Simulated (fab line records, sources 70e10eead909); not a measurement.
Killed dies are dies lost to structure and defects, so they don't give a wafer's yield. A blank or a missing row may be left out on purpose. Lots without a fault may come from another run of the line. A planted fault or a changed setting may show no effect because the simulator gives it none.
Chamber matching | flow nand_harc | NHARC_A_STAIRCASE_TRIM_12 on rie_diel-10: 4 sister chambers
The step chemistry O2, time 211.2 s. 4 wafers are shown with their chamber, then 9 later ones without.

WAFERS WITH THEIR CHAMBER
wafer  | chamber | showerhead_plenum_p_Torr (Torr)
L081.1 | 1       | 3.56
L086.1 | 2       | 3.32
L085.5 | 3       | 3.35
L085.6 | 0       | 3.39

WAFERS WITHOUT THEIR CHAMBER
wafer  | showerhead_plenum_p_Torr (Torr)
L091.1 | 3.38
L091.2 | 3.31
L091.4 | 3.35
L094.3 | 3.30
L094.5 | 3.38
L094.6 | 3.34
L095.1 | 3.29
L095.2 | 3.53
L095.6 | 3.34

WHICH CHAMBER EACH WENT THROUGH
wafer  | from the rows above     | in truth
L091.1 | can't be placed: 0 or 3 | 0
L091.2 | can't be placed: 2 or 3 | 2
L091.4 | can't be placed: 3 or 2 | 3
L094.3 | can't be placed: 2 or 3 | 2
L094.5 | can't be placed: 0 or 3 | 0
L094.6 | can't be placed: 3 or 2 | 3
L095.1 | can't be placed: 2 or 3 | 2
L095.2 | 1                       | 1
L095.6 | can't be placed: 3 or 2 | 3
Placed correctly: 1 of 9. Can't be placed from these rows: 8 (the true chamber is among the candidates in 8). Placed wrongly: 0.
How it was worked out, from the rows above alone: a wafer's distance from a chamber is the root of the sum, over the readings, of the square of ((its reading less the chamber's mean) divided by the reading's scatter). The wafer belongs to the nearest chamber; if the next one is less than 2 further off, it can't be placed. A chamber's mean is the mean of its shown wafers. The scatter: with one shown wafer a chamber, the root of the mean of the squares of how far each hidden wafer lies from its nearest shown one.
